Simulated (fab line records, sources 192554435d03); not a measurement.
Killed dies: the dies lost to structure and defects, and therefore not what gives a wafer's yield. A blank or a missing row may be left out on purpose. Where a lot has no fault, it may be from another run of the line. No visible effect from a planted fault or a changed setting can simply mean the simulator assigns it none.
fab line records	flow n5Finfet
record lots=7	wafers=39
route steps=1938 shown WELL_APT@55 DUMMY_GATE@246 SD_EPI_N@288 SD_EPI_P@310 SD_ACTIVATION@330 MOL_CONTACT_COAG@581
startH: the number of hours between the record's first day and the start of the first shown wafer of the lot	waitH: how many hours have passed since the lot's step before this one	" same as the row above	L1.1+2: one row covering several wafers at once	- value missing, or start not given	* or withheld: withheld	< > ~ a bound
route shown NAME@n: names a module that has steps shown in the file, with the first one's number in the route	usual: mean/standard deviation taken from wafers without a fault	same: alike in all rows	chamber/n: place in a boat	sites: each site's reading	_std_site: the values' standard deviation	_edge_site: inner sites' mean taken away from outer sites' mean	radiusMm: how far each site lies from the wafer's centre	mask NAME#n: copy n	behind: the last tool/chamber to shape the wafer	hold: why the lot went on hold/how many hours it stayed there/how the hold came to an end	device: transistor that didn't switch, given as n, p or np	end of line: tests run on the same wafers once the route is complete	a step given without rows: its recipe and nothing more	killed: dies lost to structure and defects at the first sort, not the wafer's yield	map: the dies of a wafer, with x for killed, . for not killed, _ for no die there
set.NAME: the setting as run; set.NAME@STEP: as run at that earlier step	model.NAME: the simulator's own value behind a step, which no gauge read
lots where settings were altered on purpose, with a table for each step and a row for each wafer
## steps
# step N5_WELL_APT_EPI_41
# recipe material=Si	targetThkA=500	tempC=650	precursor=SiH4/H2	pressureTorr=20	timeS=297.7
lot.wafer	tool	chamber	startH	waitH	set.timeS	model.Si_of_WELL_APT_EPI_41.thkNm
L076.1	epiRpcvd-04	0	28.34	0.0	297.7	49.55
L076.2	"	0	"	"	297.7	49.48
L076.3	"	0	"	"	297.7	50.25
L076.4	"	0	"	"	297.7	50
L076.5	"	0	"	"	297.7	49.71
L076.6	"	0	"	"	297.7	49.9
L079.1	epiRpcvd-03	0	47.67	0.0	297.7	49.96
L079.2	"	0	"	"	314.6	52.69
L079.3	"	0	"	"	297.7	49.89
L079.4	"	0	"	"	314.6	52.88
L079.5	"	0	"	"	297.7	50.41
L079.6	"	0	"	"	314.6	52.86
L082.2	epiRpcvd-01	0	66.17	0.1	297.7	49.63
L082.3	"	0	"	"	297.7	49.4
L082.6	"	0	"	"	297.7	50.44
L084.1	epiRpcvd-01	0	76.15	0.0	297.7	50.4
L084.2	"	0	"	"	297.7	49.98
L084.3	"	0	"	"	297.7	50.34
L084.4	"	0	"	"	297.7	50.22
L084.5	"	0	"	"	297.7	50.16
L084.6	"	0	"	"	297.7	49.86
L093.1	epiRpcvd-01	0	130.47	0.0	297.7	50.1
L093.2	"	0	"	"	297.7	49.78
L093.3	"	0	"	"	281.7	47.35
L093.4	"	0	"	"	297.7	50.46
L093.5	"	0	"	"	281.7	47.52
L093.6	"	0	"	"	281.7	47.42
L094.1	epiRpcvd-04	0	136.06	0.0	305.7	51.51
L094.2	"	0	"	"	297.7	50.1
L094.3	"	0	"	"	297.7	50.14
L094.4	"	0	"	"	305.7	51.31
L094.5	"	0	"	"	297.7	50.05
L094.6	"	0	"	"	305.7	51.49
L096.1+4	epiRpcvd-04	0	148.60	0.0	308.2	51.91
L096.2	"	0	"	"	308.2	51.49
L096.3	"	0	"	"	297.7	49.29
L096.5	"	0	"	"	297.7	50.04
L096.6	"	0	"	"	297.7	49.88
# step N5_DUMMY_GATE_ETCH_32
# recipe chemistry=CF4	target=SiO2	targetDepthA=35	timeS=3.9	ionEnergyEv=350	pressureMtorr=10	icpW=800	biasW=400	cf4FlowSccm=80
lot.wafer	tool	chamber	startH	waitH	set.timeS	model.etch.depthNm
L076.1	rieSi-01	1	60.38	0.1	3.527	3.105
L076.2	"	2	"	"	3.9	3.526
L076.3	"	3	"	"	3.9	3.464
L076.4	"	0	"	"	3.9	3.506
L076.5	"	2	"	"	3.527	3.203
L076.6	"	1	"	"	3.527	3.106
L079.1+4	rieSi-01	2	83.09	0.1	3.9	3.555
L079.2	"	3	"	"	3.9	3.459
L079.3	"	1	"	"	3.9	3.467
L079.5	"	3	"	"	3.9	3.441
L079.6	"	1	"	"	3.9	3.51
L082.2	rieSi-05	0	96.72	0.1	3.9	3.408
L082.3	"	3	"	"	3.9	3.368
L082.6	"	3	"	"	3.9	3.384
L084.1	rieSi-03	0	105.76	0.1	3.033	2.763
L084.2	"	1	"	"	3.033	2.767
L084.3	"	3	"	"	3.9	3.631
L084.4	"	2	"	"	3.9	3.544
L084.5	"	0	"	"	3.033	2.747
L084.6	"	1	"	"	3.9	3.56
L093.1	rieSi-03	1	163.19	0.1	3.9	3.586
L093.2	"	3	"	"	4.3	4.053
L093.3	"	2	"	"	3.9	3.596
L093.4	"	0	"	"	4.3	3.881
L093.5	"	3	"	"	4.3	4.037
L093.6	"	0	"	"	3.9	3.54
L094.1	rieSi-05	2	171.87	0.1	3.9	3.598
L094.2	"	3	"	"	3.9	3.418
L094.3	"	0	"	"	3.9	3.46
L094.4	"	1	"	"	3.9	3.624
L094.5	"	1	"	"	3.9	3.643
L094.6	"	2	"	"	3.9	3.575
L096.1	rieSi-03	2	197.36	0.1	4.301	3.932
L096.2	"	3	"	"	4.301	4.04
L096.3	"	1	"	"	4.301	3.87
L096.4	"	0	"	"	3.9	3.573
L096.5	"	2	"	"	3.9	3.569
L096.6	"	3	"	"	3.9	3.659
# step N5_SD_EPI_N_EPI_21
# recipe material=Si:P	dopant=P	tempC=680	pressureTorr=255	timeS=690
lot.wafer	tool	chamber	startH	waitH	set.tempC	model.Si-P_of_SD_EPI_N_EPI_21.thkNm
L076.1+5	epiRpcvd-04	0	64.69	0.1	675.4	53.8
L076.2	"	0	"	"	675.4	54.8
L076.3	"	0	"	"	680	59.2
L076.4	"	0	"	"	680	58.4
L076.6	"	0	"	"	680	59
L079.1	epiRpcvd-04	0	86.83	0.3	680	59.4
L079.2	"	0	"	"	680	59.6
L079.3	"	0	"	"	680	58.6
L079.4	"	0	"	"	680	58.8
L079.5	"	0	"	"	680	58.4
L079.6	"	0	"	"	680	59.2
L082.2	epiRpcvd-02	0	100.88	0.4	680	59.2
L082.3	"	0	"	"	680	59.4
L082.6	"	0	"	"	680	60
L084.1+5	epiRpcvd-04	0	110.38	0.2	680	60.2
L084.2	"	0	"	"	680	59.4
L084.3	"	0	"	"	680	59.8
L084.4	"	0	"	"	680	59.2
L084.6	"	0	"	"	680	59.6
L093.1	epiRpcvd-01	0	166.51	0.1	683.6	62.8
L093.2	"	0	"	"	680	59.8
L093.3	"	0	"	"	683.6	63
L093.4+6	"	0	"	"	680	60
L093.5	"	0	"	"	683.6	63.8
L094.1+4	epiRpcvd-01	0	175.55	0.1	680	59
L094.2	"	0	"	"	680	59.8
L094.3	"	0	"	"	680	59.4
L094.5	"	0	"	"	680	59.6
L094.6	"	0	"	"	680	60
L096.1+4+6	epiRpcvd-01	0	200.66	0.1	683.5	63.6
L096.2	"	0	"	"	680	59.4
L096.3	"	0	"	"	680	59.8
L096.5	"	0	"	"	680	60
# step N5_SD_EPI_N_PRECLEAN_24
# recipe chemistry=O3/DIW	timeS=60	tempC=22	o3Ppm=10
lot.wafer	tool	chamber	startH	waitH	set.tempC@SD_EPI_N_EPI_21	model.Si-P_of_SD_EPI_N_EPI_21.thkNm
L076.1+5	wetBench-05	5,3	66.44	0.0	675.4	53.4
L076.2	"	1	"	"	675.4	54.4
L076.3	"	4	"	"	680	58.8
L076.4	"	0	"	"	680	58.2
L076.6	"	2	"	"	680	58.6
L079.1	wetBench-04	3	89.89	0.0	680	59
L079.2	"	6	"	"	680	59.2
L079.3	"	7	"	"	680	58.2
L079.4	"	2	"	"	680	58.4
L079.5	"	4	"	"	680	58
L079.6	"	5	"	"	680	58.8
L082.2	wetBench-03	6	102.35	0.0	680	58.8
L082.3	"	0	"	"	680	59
L082.6	"	7	"	"	680	59.6
L084.1+5	wetBench-04	2,1	112.69	0.0	680	59.8
L084.2	"	7	"	"	680	59
L084.3	"	0	"	"	680	59.4
L084.4	"	4	"	"	680	58.8
L084.6	"	3	"	"	680	59.2
L093.1	wetBench-05	0	168.26	0.0	683.6	62.4
L093.2	"	5	"	"	680	59.4
L093.3	"	2	"	"	683.6	62.6
L093.4+6	"	7,6	"	"	680	59.6
L093.5	"	1	"	"	683.6	63.4
L094.1+4	wetBench-05	4,6	177.31	0.0	680	58.6
L094.2	"	5	"	"	680	59.4
L094.3	"	7	"	"	680	59
L094.5	"	1	"	"	680	59.2
L094.6	"	0	"	"	680	59.6
L096.1+4+6	wetBench-05	1,0,2	202.42	0.0	683.5	63.2
L096.2	"	3	"	"	680	59
L096.3	"	7	"	"	680	59.4
L096.5	"	6	"	"	680	59.6
# step N5_SD_EPI_P_ETCHBACK_46
# recipe chemistry=CH3F/O2	mode=anisotropicEtchback	target=SiNx	targetDepthA=175	stopOn=SiO2	overEtchFrac=0.3	ionEnergyEv=120	pressureMtorr=30	sourceW=395	biasW=73	Ar_flow_sccm=150	CH3F_flow_sccm=30	O2_flow_sccm=20
lot.wafer	tool	chamber	startH	waitH	set.targetDepthA
L076.1+2+3+4+5+6	rieDiel-04	0,2,3,1,2,3	67.97	0.0	175
L079.1+2+3+4+5+6	rieDiel-04	2,0,1,3,1,0	92.31	0.0	175
L082.2+3+6	rieDiel-05	2,3,1	103.79	0.0	175
L084.1+3+4	rieDiel-05	1,0,3	113.98	0.0	175
L084.2+5+6	"	2,3,0	"	"	151
L093.1+5+6	rieDiel-04	0,3,0	169.68	0.0	175
L093.2+3+4	"	2,1,3	"	"	184.1
L094.1+3+6	rieDiel-04	1,2,0	179.62	0.0	192.8
L094.2+4+5	"	0,3,3	"	"	175
L096.1+3+5	rieDiel-01	2,0,0	204.15	0.0	162.3
L096.2+4+6	"	3,2,3	"	"	175
# step N5_SD_EPI_P_ETCH_47
# recipe chemistry=CH3F/O2	target=SiOCN	targetDepthA=250	maskMaterial=SOC	ionEnergyEv=60	biasW=29	pressureMtorr=30	sourceW=410	Ar_flow_sccm=150	CH3F_flow_sccm=30	O2_flow_sccm=20
# step N5_SD_EPI_P_ETCH_16
# recipe chemistry=CHF3/O2	target=SiO2	targetDepthA=50	maskMaterial=SOC	pressureMtorr=30	sourceW=650	biasW=170	Ar_flow_sccm=200	CHF3_flow_sccm=50	O2_flow_sccm=5	ionEnergyEv=200
# step N5_SD_EPI_P_EPI_21
# recipe material=SiGe:B	dopant=B	tempC=550	pressureTorr=20	ambient=H2	timeS=355
# step N5_SD_EPI_P_HM_STRIP_48
# recipe chemistry=H3PO4	tempC=160	material=SiNx	target=SiNx	targetDepthA=30	overetchFraction=0.3
lot.wafer	tool	chamber	startH	waitH	set.tempC@SD_EPI_N_EPI_21	model.Si-P_of_SD_EPI_N_EPI_21.thkNm
L076.1+5	wetBench-01	7,6	71.13	0.0	675.4	53.2
L076.2	"	3	"	"	675.4	54.2
L076.3+6	"	0,2	"	"	680	58.4
L076.4	"	1	"	"	680	57.8
L079.1+6	wetBench-01	3,6	96.31	0.0	680	58.6
L079.2	"	4	"	"	680	58.8
L079.3	"	5	"	"	680	58
L079.4	"	7	"	"	680	58.2
L079.5	"	2	"	"	680	57.8
L082.2	wetBench-02	3	106.98	0.0	680	58.6
L082.3	"	6	"	"	680	58.8
L082.6	"	4	"	"	680	59.2
L084.1	wetBench-01	5	118.01	0.0	680	59.4
L084.2	"	6	"	"	680	58.8
L084.3	"	3	"	"	680	59.2
L084.4	"	4	"	"	680	58.6
L084.5	"	2	"	"	680	59.6
L084.6	"	7	"	"	680	59
L093.1+3	wetBench-01	2,5	172.85	0.0	683.6	62.2
L093.2+4	"	6,3	"	"	680	59.2
L093.5	"	1	"	"	683.6	63
L093.6	"	4	"	"	680	59.4
L094.1+4	wetBench-06	4,0	182.80	0.0	680	58.4
L094.2	"	5	"	"	680	59.2
L094.3	"	3	"	"	680	58.8
L094.5	"	6	"	"	680	59
L094.6	"	7	"	"	680	59.4
L096.1+4	wetBench-06	3,4	207.32	0.0	683.5	62.8
L096.2	"	2	"	"	680	58.8
L096.3+5	"	6,5	"	"	680	59.2
L096.6	"	1	"	"	683.5	63
# step N5_SD_EPI_P_SRD_49
# recipe dry=ipaMarangoni	timeS=30	tempC=23	rinseLiquid=diw
# step N5_SD_EPI_P_PRECLEAN_24
# recipe chemistry=O3/DIW	timeS=45	tempC=22	o3Ppm=10
lot.wafer	tool	chamber	startH	waitH	set.tempC@SD_EPI_N_EPI_21	model.Si-P_of_SD_EPI_N_EPI_21.thkNm
L076.1+5	wetBench-01	7,6	71.20	0.0	675.4	53
L076.2	"	3	"	"	675.4	54
L076.3+6	"	0,2	"	"	680	58.2
L076.4	"	1	"	"	680	57.6
L079.1	wetBench-01	3	96.38	0.0	680	58.6
L079.2	"	4	"	"	680	58.8
L079.3	"	5	"	"	680	57.8
L079.4	"	7	"	"	680	58
L079.5	"	2	"	"	680	57.6
L079.6	"	6	"	"	680	58.4
L082.2	wetBench-02	3	107.06	0.0	680	58.4
L082.3	"	6	"	"	680	58.6
L082.6	"	4	"	"	680	59.2
L084.1+5	wetBench-01	5,2	118.08	0.0	680	59.4
L084.2	"	6	"	"	680	58.6
L084.3	"	3	"	"	680	59
L084.4	"	4	"	"	680	58.4
L084.6	"	7	"	"	680	58.8
L093.1+3	wetBench-01	2,5	172.92	0.0	683.6	62
L093.2	"	6	"	"	680	59
L093.4+6	"	3,4	"	"	680	59.2
L093.5	"	1	"	"	683.6	62.8
L094.1+4	wetBench-06	4,0	182.87	0.0	680	58.2
L094.2	"	5	"	"	680	59
L094.3	"	3	"	"	680	58.6
L094.5	"	6	"	"	680	58.8
L094.6	"	7	"	"	680	59.2
L096.1+4	wetBench-06	3,4	207.39	0.0	683.5	62.6
L096.2	"	2	"	"	680	58.6
L096.3	"	6	"	"	680	59
L096.5	"	5	"	"	680	59.2
L096.6	"	1	"	"	683.5	62.8
# step N5_SD_EPI_P_PRECLEAN_32
# recipe chemistry=dHF	timeS=10	dilution=500:1	tempC=25
# step N5_SD_EPI_P_PRECLEAN_33
# recipe chemistry=SC2	timeS=45	tempC=35	mix=1:1:50
# step N5_SD_ACTIVATION_RTA_00
# recipe tempC=975	timeS=0	ambient=N2	idleTempC=600	rampUpCPerS=150	rampDownCPerS=60	coolToC=600
# step N5_SD_ACTIVATION_LSA_01
# recipe tempC=1080	timeS=0.0008	ambient=N2
# step N5_SD_ACTIVATION_RS_MEAS_03
# recipe thkMeasGauge=four-point-probe
# usual RS_SD_N=21.8/0.34	RS_SD_P=56.2/0.91
lot.wafer	tool	chamber	startH	waitH	set.tempC@SD_EPI_N_EPI_21	RS_SD_N[ohm/sq]	RS_SD_P[ohm/sq]
L076.1	filmMetro-02	-	71.88	0.2	675.4	23.9	55.7
L076.2	"	-	"	"	675.4	23.4	55.6
L076.3	"	-	"	"	680	21.7	56.7
L076.4	"	-	"	"	680	22.2	55.7
L076.5	"	-	"	"	675.4	23.8	56.4
L076.6	"	-	"	"	680	21.6	56.0
L079.1	filmMetro-01	-	96.88	0.2	680	21.8	56.4
L079.2	"	-	"	"	680	21.9	56.4
L079.3	"	-	"	"	680	22.0	55.5
L079.4	"	-	"	"	680	21.9	55.7
L079.5	"	-	"	"	680	22.1	55.4
L079.6	"	-	"	"	680	22.0	56.7
L082.2	filmMetro-01	-	107.78	0.2	680	21.9	55.5
L082.3	"	-	"	"	680	21.6	55.5
L082.6	"	-	"	"	680	21.4	55.0
L084.1	filmMetro-01	-	118.83	0.2	680	21.4	54.5
L084.2	"	-	"	"	680	21.8	55.6
L084.3	"	-	"	"	680	21.4	56.0
L084.4	"	-	"	"	680	21.8	55.9
L084.5	"	-	"	"	680	21.6	56.5
L084.6	"	-	"	"	680	21.8	54.7
L093.1	filmMetro-01	-	173.47	0.2	683.6	20.7	54.5
L093.2	"	-	"	"	680	21.8	53.8
L093.3	"	-	"	"	683.6	20.6	54.8
L093.4	"	-	"	"	680	21.6	54.6
L093.5	"	-	"	"	683.6	20.3	54.5
L093.6	"	-	"	"	680	21.5	54.3
L094.1	filmMetro-02	-	183.77	0.2	680	21.6	56.8
L094.2	"	-	"	"	680	21.6	58.0
L094.3	"	-	"	"	680	21.6	57.4
L094.4	"	-	"	"	680	21.8	56.7
L094.5	"	-	"	"	680	21.5	57.6
L094.6	"	-	"	"	680	21.2	57.5
L096.1	filmMetro-02	-	207.90	0.2	683.5	20.3	56.2
L096.2	"	-	"	"	680	21.6	56.8
L096.3	"	-	"	"	680	21.7	56.8
L096.4	"	-	"	"	683.5	20.5	56.0
L096.5	"	-	"	"	680	21.6	55.4
L096.6	"	-	"	"	683.5	20.3	55.5
# step N5_MOL_CONTACT_COAG_ETCH_91
# recipe chemistry=N2/H2	target=SOC	targetDepthA=600	overetchA=210	maskMaterial=SiARC	tempC=40	timeS=101.2	ionEnergyEv=200	pressureMtorr=30	sourceW=840	biasW=150	n2FlowSccm=200	h2FlowSccm=200
lot.wafer	tool	chamber	startH	waitH	set.timeS	model.SiARC_of_MOL_CONTACT_COAG_COAT_76.thkNm
L076.1+3+4	rieDiel-02	1,3,2	113.00	0.0	83.43	6.6
L076.2+5	"	0,1	"	"	101.2	6
L076.6	"	2	"	"	101.2	5.8
L079.1+4+6	rieDiel-03	2,1,3	137.89	0.0	123.6	4.8
L079.2+5	"	3,2	"	"	101.2	5.8
L079.3	"	0	"	"	101.2	5.6
L082.2+3	rieDiel-06	3,1	150.03	0.0	101.2	5.8
L082.6	"	0	"	"	101.2	6
L084.1+2+5+6	rieDiel-06	3,0,1,0	156.61	0.0	101.2	5.8
L084.3	"	2	"	"	101.2	6
L084.4	"	1	"	"	101.2	5.6
L093.1	rieDiel-06	0	213.94	0.0	108.8	5.6
L093.2+5	"	2,0	"	"	101.2	6
L093.3	"	3	"	"	101.2	5.8
L093.4+6	"	1	"	"	108.8	5.4
L094.1+3+5	rieDiel-03	3,2,2	224.25	0.0	101.2	5.8
L094.2+4+6	"	0,1,1	"	"	116.6	5.2
L096.1+2+3+4+5+6	rieDiel-03	0,1,3,2,2,3	249.41	0.0	101.2	5.8
## key
split step=N5_WELL_APT_EPI_41	setting=timeS	stated=297.7	by=wafer
response step=N5_WELL_APT_EPI_41	reading=model.Si_of_WELL_APT_EPI_41.thkNm	change=+0.503	per=1%	r=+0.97
split step=N5_DUMMY_GATE_ETCH_32	setting=timeS	stated=3.9	by=wafer
response step=N5_DUMMY_GATE_ETCH_32	reading=model.etch.depthNm	change=+0.037	per=1%	r=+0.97
split step=N5_SD_EPI_N_EPI_21	setting=tempC	stated=680	by=wafer
response step=N5_SD_EPI_N_EPI_21	reading=model.Si-P_of_SD_EPI_N_EPI_21.thkNm	change=+6.9	per=1%	r=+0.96
response step=N5_SD_EPI_N_PRECLEAN_24	reading=model.Si-P_of_SD_EPI_N_EPI_21.thkNm	change=+6.95	per=1%	r=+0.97
response step=N5_SD_EPI_P_HM_STRIP_48	reading=model.Si-P_of_SD_EPI_N_EPI_21.thkNm	change=+6.79	per=1%	r=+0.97
response step=N5_SD_EPI_P_PRECLEAN_24	reading=model.Si-P_of_SD_EPI_N_EPI_21.thkNm	change=+6.72	per=1%	r=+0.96
response step=N5_SD_ACTIVATION_RS_MEAS_03	reading=RS_SD_N	change=-2.49	per=1%	r=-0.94
split step=N5_SD_EPI_P_ETCHBACK_46	setting=targetDepthA	stated=175	by=wafer
response none clear
split step=N5_MOL_CONTACT_COAG_ETCH_91	setting=timeS	stated=101.2	by=wafer
response step=N5_MOL_CONTACT_COAG_ETCH_91	reading=model.SiARC_of_MOL_CONTACT_COAG_COAT_76.thkNm	change=-0.0414	per=1%	r=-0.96
